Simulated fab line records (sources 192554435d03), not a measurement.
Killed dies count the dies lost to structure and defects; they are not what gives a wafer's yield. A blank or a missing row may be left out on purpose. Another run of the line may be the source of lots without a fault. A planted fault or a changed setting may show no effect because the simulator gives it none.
Which tool was responsible?	flow n5Finfet	30 wafers from 10 lots sampled at 6 of the route's 1938 steps

## WHAT THE GAUGES READ, wafer by wafer
N5_BEOL_M4_RC_MEAS_101.
lot	measured	on	DIBL_N (mV/V)	DIBL_P (mV/V)	IOFF_N (nA/um)	IOFF_P (nA/um)	ION_N (uA/um)	ION_P (uA/um)	SS_N (mV/dec)	SS_P (mV/dec)	VT_N (mV)	VT_P (mV)
L259	day 8 05:33	prober-01	35.3 37.3 34.9	34.4 37.2 34.2	0.136 0.170 0.129	0.177 0.217 0.175	671 682 668	462 467 461	70.8 71.2 70.1	73.1 74.0 73.2	250.8 248.2 250.4	-251.1 -250.9 -252.8
L260	day 8 10:10	prober-02	36.3 35.5 37.9	36.9 36.1 38.2	0.150 0.134 0.171	0.209 0.194 0.225	659 657 669	457 452 461	71.7 71.6 72.7	72.9 73.6 74.3	252.3 255.2 250.0	-251.1 -251.2 -252.0
L264	day 9 09:32	prober-01	37.5 39.5 38.3	35.9 38.7 37.6	0.151 0.202 0.181	0.199 0.242 0.226	668 686 686	464 467 469	71.5 72.3 71.5	73.9 73.3 73.5	250.2 246.9 250.7	-249.6 -247.3 -250.6
L265	day 9 13:46	prober-01	37.1 36.2 36.3	38.0 37.4 37.1	0.200 0.189 0.183	0.260 0.241 0.251	676 673 676	464 463 465	72.4 71.8 71.9	74.0 73.5 74.3	247.1 246.8 249.2	-247.2 -248.0 -246.9
L267	day 9 19:16	prober-02	35.4 36.5 36.2	35.4 36.8 35.5	0.140 0.175 0.159	0.180 0.203 0.186	663 685 661	451 465 450	70.8 72.0 71.9	73.5 73.5 73.4	252.7 246.5 250.9	-250.7 -250.9 -254.0
L268	day 9 23:08	prober-02	35.7 37.5 35.7	34.6 36.7 34.4	0.132 0.153 0.135	0.177 0.205 0.174	668 664 659	458 458 456	71.7 71.8 71.9	72.9 73.6 72.6	250.7 251.9 251.5	-251.9 -251.3 -251.5
L273	day 11 23:32	prober-02	35.6 37.0 36.3	35.0 35.2 35.1	0.139 0.150 0.145	0.220 0.224 0.217	666 671 661	466 462 462	71.5 71.8 71.1	72.8 73.1 72.9	251.5 250.7 251.4	-247.1 -247.0 -247.4
L276	day 12 07:06	prober-01	37.3 37.6 36.7	38.0 38.4 36.6	0.173 0.181 0.157	0.249 0.255 0.226	690 685 674	471 480 466	72.1 72.4 72.5	73.8 73.7 72.7	249.4 245.4 247.9	-244.6 -244.6 -248.5
L277	day 12 17:07	prober-02	37.5 35.4 35.9	35.7 34.3 34.6	0.148 0.120 0.132	0.179 0.157 0.162	665 667 660	448 455 455	71.8 70.2 72.1	73.4 72.9 72.3	251.7 252.6 252.5	-255.2 -255.0 -255.7
L280	day 13 13:49	prober-02	37.8 35.6 33.4	38.4 35.6 32.3	0.180 0.145 0.106	0.230 0.187 0.148	674 664 663	462 457 455	71.7 72.1 70.7	74.2 72.9 72.3	248.4 251.5 255.4	-251.4 -251.2 -255.0

N5_BEOL_M5_THK_MEAS_01.
lot	measured	on	M5_ILD_THK (nm)
L259	day 8 06:47	filmMetro-02	119.7 122.0 121.5
L260	day 8 11:33	filmMetro-02	118.0 122.2 120.0
L264	day 9 11:06	filmMetro-01	120.3 121.4 123.2
L265	day 9 15:19	filmMetro-02	117.6 119.9 120.2
L267	day 9 20:49	filmMetro-01	122.4 120.9 123.3
L268	day 10 00:23	filmMetro-01	100.6 102.7 100.7
L273	day 12 00:55	filmMetro-02	99.5 99.5 101.9
L276	day 12 09:09	filmMetro-01	120.1 123.7 123.1
L277	day 12 18:38	filmMetro-01	117.1 120.0 119.4
L280	day 13 15:12	filmMetro-01	118.4 118.1 121.6

## EACH LOT AND THE TOOL THAT RAN IT (in order: tool; ch and the chambers of the sampled wafers; start)
lot	N5_BEOL_M4_ANNEAL_80	N5_BEOL_M4_ANNEAL_95	N5_BEOL_M5_ILD_DEP_00	N5_BEOL_M5_CURE_79
L259	pvdSputter-03, day 8 02:38	pvdSputter-03, day 8 03:57	pecvd-02 ch 0,1, day 8 06:12	uvCure-01 ch 0, day 8 06:26
L260	pvdSputter-01, day 8 07:27	pvdSputter-01, day 8 08:46	pecvd-04 ch 0,1, day 8 10:59	uvCure-01 ch 2, day 8 11:07
L264	pvdSputter-02, day 9 06:59	pvdSputter-02, day 9 08:18	pecvd-02 ch 0,1, day 9 10:31	uvCure-03 ch 2, day 9 10:35
L265	pvdSputter-03, day 9 10:57	pvdSputter-03, day 9 12:16	pecvd-02 ch 0, day 9 14:43	uvCure-02 ch 1, day 9 14:48
L267	pvdSputter-01, day 9 16:41	pvdSputter-01, day 9 18:00	pecvd-01 ch 0,1, day 9 20:13	uvCure-01 ch 2, day 9 20:17
L268	pvdSputter-01, day 9 20:15	pvdSputter-01, day 9 21:34	pecvd-02 ch 0,1, day 9 23:49	uvCure-03 ch 1, day 10 00:02
L273	pvdSputter-01, day 11 20:11	pvdSputter-01, day 11 21:31	pecvd-02 ch 0,1,2, day 12 00:21	uvCure-01 ch 0, day 12 00:29
L276	pvdSputter-02, day 12 04:32	pvdSputter-02, day 12 05:52	pecvd-01 ch 0,2, day 12 08:04	uvCure-03 ch 0, day 12 08:10
L277	pvdSputter-03, day 12 14:32	pvdSputter-03, day 12 15:51	pecvd-04 ch 0,2, day 12 18:04	uvCure-01 ch 2, day 12 18:08
L280	pvdSputter-01, day 13 11:07	pvdSputter-01, day 13 12:26	pecvd-04 ch 0,2, day 13 14:38	uvCure-01 ch 0, day 13 14:46
- N5_BEOL_M4_ANNEAL_80: time 240 s.
- N5_BEOL_M4_ANNEAL_95: time 240 s.
- N5_BEOL_M5_ILD_DEP_00: deposits SiCOH lowk from DEMS/porogen, target thk 140.64 nm, time 25.9 s.
- N5_BEOL_M5_CURE_79: cures SiCOH lowk, time 240 s.

## WHAT THE TOOLS THEMSELVES READ (means of the sampled wafers that have a number; where no wafer has one, the mark that the record gives instead)
N5_BEOL_M4_ANNEAL_80.
lot	tool	heaterPowerW (W)
L259	pvdSputter-03	855
L260	pvdSputter-01	896
L264	pvdSputter-02	883
L265	pvdSputter-03	871
L267	pvdSputter-01	881
L268	pvdSputter-01	832
L273	pvdSputter-01	862
L276	pvdSputter-02	891
L277	pvdSputter-03	803
L280	pvdSputter-01	826

N5_BEOL_M4_ANNEAL_95.
lot	tool	heaterPowerW (W)
L259	pvdSputter-03	839
L260	pvdSputter-01	898
L264	pvdSputter-02	895
L265	pvdSputter-03	869
L267	pvdSputter-01	890
L268	pvdSputter-01	825
L273	pvdSputter-01	857
L276	pvdSputter-02	899
L277	pvdSputter-03	805
L280	pvdSputter-01	823

N5_BEOL_M5_ILD_DEP_00.
lot	tool	heaterPowerW (W)	showerheadPlenumPTorr (Torr)	throttleValvePct (%)
L259	pecvd-02	251	5.736	14.6
L260	pecvd-04	291	5.731	14.0
L264	pecvd-02	247	5.730	14.6
L265	pecvd-02	243	5.718	14.7
L267	pecvd-01	369	5.736	14.6
L268	pecvd-02	278	5.728	14.6
L273	pecvd-02	277	5.721	14.2
L276	pecvd-01	363	5.736	14.2
L277	pecvd-04	305	5.733	14.1
L280	pecvd-04	336	5.749	13.5

N5_BEOL_M5_CURE_79.
lot	tool	lampPowerPct (%)	wafer_temp_C_max
L259	uvCure-01	52.35	386.7
L260	uvCure-01	52.26	386.8
L264	uvCure-03	52.30	386.7
L265	uvCure-02	52.37	387.2
L267	uvCure-01	52.27	387.0
L268	uvCure-03	52.32	386.1
L273	uvCure-01	52.32	386.5
L276	uvCure-03	52.37	387.1
L277	uvCure-01	52.30	386.8
L280	uvCure-01	52.30	386.4

## THE ANSWER, worked out from the rows above alone
Rule: what is usual is taken from the lots themselves. Put in order of their means at a reading, lots are off if they are a third of the lots or fewer, leave a main group of 4 or more, and stand apart from it by a gap of 3 or more times the standard deviation of the main group's means; of several such gaps the widest counts. The tables above print the reading to a certain number of digits; a main group whose means all agree to those digits is not used. A lot without any number at a reading at which 4 lots or more have one is off too. Any other lot the step has rows for is counted as sound. Order of review: gauges by route order, followed by the tools' own readings, for which a lot's mean as printed above is used. The first step at which some lot is off is used, and at that step the reading that is off furthest; a lot without a number counts as furthest.
Off: L268, L273, seen at N5_BEOL_M5_THK_MEAS_01 (M5_ILD_THK). Mean 120.6 nm and standard deviation 1.3 in the main group.
A tool fits if, at a process step before that reading, it ran every lot that is off, and no sound lot after the first of them. Those tools and the gauges at N5_BEOL_M5_THK_MEAS_01 are tried in the same way. One candidate fits, namely pecvd-02 at N5_BEOL_M5_ILD_DEP_00. Its last sound lot is L265 (day 9 14:43), its first lot that is off L268 (day 9 23:49): a fault that began between those two fits.

## WHAT HAD BEEN PUT IN BY THE SIMULATOR
Site profile drift: pecvd-02, from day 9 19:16 on, at N5_BEOL_M5_ILD_DEP_00. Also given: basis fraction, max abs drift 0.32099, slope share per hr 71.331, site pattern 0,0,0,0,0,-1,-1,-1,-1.
Lots struck among those shown: L268, L273. The rule above found the same.
